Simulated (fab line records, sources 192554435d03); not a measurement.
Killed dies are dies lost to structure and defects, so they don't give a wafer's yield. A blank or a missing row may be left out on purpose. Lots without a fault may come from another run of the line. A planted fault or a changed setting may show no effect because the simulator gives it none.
Problem report in the 8D (eight disciplines) form, filled by code | flow n5_finfet | the parts of the form that need people (team, actions taken, sign-off) are left out

1. THE PROBLEM
run_length_s at N5_BEOL_M11_CVD_75 reads a mean of 159.4 s on 2 wafers of 2 lots; wafers without a fault read 161.7 s with a standard deviation of 0.43. That is -5.3 standard deviations from the usual mean.
The step: deposits Co from CCTBA/H2, target thk 2 nm, time 138.9 s.
First seen on wafer L591.2, day 16 13:07, on cvd_co-01. The record holds 31 wafers of 11 lots with a number at this step. Rule for "out", or "out of limits": more than 4 standard deviations from the usual mean. The other wafers with a number count as sound.

2. WHAT IT IS AND WHAT IT IS NOT
question                    | is                | is not
which readings at this step | run_length_s      | -
which lots                  | L591, L593        | L579, L580, L581, L582, L583, L595, L596, L597, L599
which wafers of those lots  | L591.2, L593.2    | L591.1, L593.6
read on which tools         | cvd_co-01         | cvd_co-02
when                        | from day 16 13:07 | up to then (16 sound wafers); but 13 sound wafers of L593, L595, L596, L597, L599 came after

3. SUSPECTS, AND WHAT RULES EACH OUT
Counting: a tool at a process step up to the reading stays a suspect if it ran every lot that is out. Sound lots after the first of them don't rule it out here, since some wafers of a struck lot are sound.
- cvd_co-01 at N5_BEOL_M11_CVD_75 (deposits Co from CCTBA/H2, target thk 2 nm, time 138.9 s): kept. It ran every lot that is out, first L591 (day 16 13:07); its last sound lot up to then is L583 (day 13 18:48). Its own readings are out on those wafers: run_length_s.
Left after counting: cvd_co-01 at N5_BEOL_M11_CVD_75.

4. THE CAUSE (what the simulator had put in)
Process parameter drift: cvd_co-01, from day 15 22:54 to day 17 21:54, at N5_BEOL_M11_CVD_75. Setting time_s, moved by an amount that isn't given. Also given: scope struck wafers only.
Counting left only this tool.

5. THE CHAIN OF EFFECTS, in route order
Each row: a reading whose mean over the struck wafers that have a number lies more than 3 standard deviations from the usual. Only readings for which the record gives a usual standard deviation are gone through. hours: the time from each lot's start at the first step in this table that gives one to its start at this step, as a median over the lots. sigmas: the change in usual standard deviations.
hours | step               | reading      | usual   | on struck wafers | change | sigmas
0     | N5_BEOL_M11_CVD_75 | run_length_s | 161.7 s | 159.4            | -2.3   | -5.3
The process steps in it:
- N5_BEOL_M11_CVD_75: deposits Co from CCTBA/H2, target thk 2 nm, time 138.9 s.

6. WHAT WOULD HAVE CAUGHT IT SOONER
In this record the first reading out of limits was taken at day 16 13:07, 14 hours after the fault began at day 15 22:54.
